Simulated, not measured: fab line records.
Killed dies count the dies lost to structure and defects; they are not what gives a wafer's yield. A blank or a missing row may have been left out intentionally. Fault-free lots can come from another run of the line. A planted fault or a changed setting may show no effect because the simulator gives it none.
Matching of chambers :: flow nand harc :: NHARC_HYBRID_BOND_ACTIVATE_00 on rie diel-04: 4 sister chambers
The step chemistry N2, time 60 s. 18 wafers are shown with their chamber, then 8 later ones without.

WAFERS WITH THEIR CHAMBER
wafer: L200.1
chamber: 1
drypump motor current A (A): 5.9
showerhead plenum p Torr (Torr): 1.86
oes product au (a.u.): 1.008

wafer: L200.2
chamber: 3
drypump motor current A (A): 6.2
showerhead plenum p Torr (Torr): 1.84
oes product au (a.u.): 1.005

wafer: L200.3
chamber: 0
drypump motor current A (A): 4.8
showerhead plenum p Torr (Torr): 1.80
oes product au (a.u.): 1.008

wafer: L201.2
chamber: 1
drypump motor current A (A): 5.9
showerhead plenum p Torr (Torr): 1.86
oes product au (a.u.): 1.016

wafer: L201.3
chamber: 2
drypump motor current A (A): 5.7
showerhead plenum p Torr (Torr): 1.88
oes product au (a.u.): 1.015

wafer: L201.5
chamber: 2
drypump motor current A (A): 5.6
showerhead plenum p Torr (Torr): 1.88
oes product au (a.u.): 1.015

wafer: L202.1
chamber: 1
drypump motor current A (A): 5.9
showerhead plenum p Torr (Torr): 1.85
oes product au (a.u.): 1.023

wafer: L202.2
chamber: 3
drypump motor current A (A): 6.2
showerhead plenum p Torr (Torr): 1.84
oes product au (a.u.): 1.008

wafer: L202.3
chamber: 2
drypump motor current A (A): 5.6
showerhead plenum p Torr (Torr): 1.88
oes product au (a.u.): 1.014

wafer: L206.1
chamber: 1
drypump motor current A (A): 5.9
showerhead plenum p Torr (Torr): 1.85
oes product au (a.u.): 1.017

wafer: L206.2
chamber: 3
drypump motor current A (A): 6.2
showerhead plenum p Torr (Torr): 1.84
oes product au (a.u.): 0.995

wafer: L206.4
chamber: 2
drypump motor current A (A): 5.6
showerhead plenum p Torr (Torr): 1.88
oes product au (a.u.): 1.008

wafer: L209.1
chamber: 0
drypump motor current A (A): 4.8
showerhead plenum p Torr (Torr): 1.80
oes product au (a.u.): 1.002

wafer: L209.5
chamber: 1
drypump motor current A (A): 5.9
showerhead plenum p Torr (Torr): 1.85
oes product au (a.u.): 1.019

wafer: L209.6
chamber: 0
drypump motor current A (A): 4.8
showerhead plenum p Torr (Torr): 1.80
oes product au (a.u.): 0.999

wafer: L211.2
chamber: 1
drypump motor current A (A): 5.9
showerhead plenum p Torr (Torr): 1.85
oes product au (a.u.): 0.999

wafer: L211.3
chamber: 3
drypump motor current A (A): 6.2
showerhead plenum p Torr (Torr): 1.84
oes product au (a.u.): 0.996

wafer: L211.5
chamber: 2
drypump motor current A (A): 5.6
showerhead plenum p Torr (Torr): 1.87
oes product au (a.u.): 0.986

SIGNATURES (averages over the wafers above)
reading: drypump motor current A
chamber 0: 4.800
chamber 1: 5.900
chamber 2: 5.620
chamber 3: 6.200
scatter within a chamber: 0.0239

reading: showerhead plenum p Torr
chamber 0: 1.8000
chamber 1: 1.8533
chamber 2: 1.8780
chamber 3: 1.8400
scatter within a chamber: 0.0039

reading: oes product au
chamber 0: 1.00300
chamber 1: 1.01367
chamber 2: 1.00760
chamber 3: 1.00100
scatter within a chamber: 0.00912
Rule: for each reading, subtract the chamber's mean from the wafer's reading, divide by that reading's scatter and square the result; add these up over the readings and take the root, which gives the wafer's distance from the chamber. The wafer belongs to the nearest chamber; if the next one is less than 2 further off, it can't be placed. How the scatter is found: for the shown wafers, subtract from each reading the mean of its chamber, square and add these, divide the total by (wafers less chambers), then take the root.

WAFERS WHOSE CHAMBER IS MISSING
wafer: L214.3
drypump motor current A (A): 5.6
showerhead plenum p Torr (Torr): 1.87
oes product au (a.u.): 0.992

wafer: L214.5
drypump motor current A (A): 4.8
showerhead plenum p Torr (Torr): 1.80
oes product au (a.u.): 0.996

wafer: L214.6
drypump motor current A (A): 6.2
showerhead plenum p Torr (Torr): 1.84
oes product au (a.u.): 0.990

wafer: L216.1
drypump motor current A (A): 5.6
showerhead plenum p Torr (Torr): 1.87
oes product au (a.u.): 0.985

wafer: L216.4
drypump motor current A (A): 4.8
showerhead plenum p Torr (Torr): 1.80
oes product au (a.u.): 0.999

wafer: L216.5
drypump motor current A (A): 6.2
showerhead plenum p Torr (Torr): 1.84
oes product au (a.u.): 1.002

wafer: L221.5
drypump motor current A (A): 5.6
showerhead plenum p Torr (Torr): 1.87
oes product au (a.u.): 0.995

wafer: L221.6
drypump motor current A (A): 6.0
showerhead plenum p Torr (Torr): 1.85
oes product au (a.u.): 1.009

WHICH CHAMBER EACH ONE RAN IN
wafer: L214.3
from the rows above: 2
in truth: 2

wafer: L214.5
from the rows above: 0
in truth: 0

wafer: L214.6
from the rows above: 3
in truth: 3

wafer: L216.1
from the rows above: 2
in truth: 2

wafer: L216.4
from the rows above: 0
in truth: 0

wafer: L216.5
from the rows above: 3
in truth: 3

wafer: L221.5
from the rows above: 2
in truth: 2

wafer: L221.6
from the rows above: 1
in truth: 1
Placed correctly: 8 of 8. Left unplaced by these rows: 0. Number placed wrongly: 0.
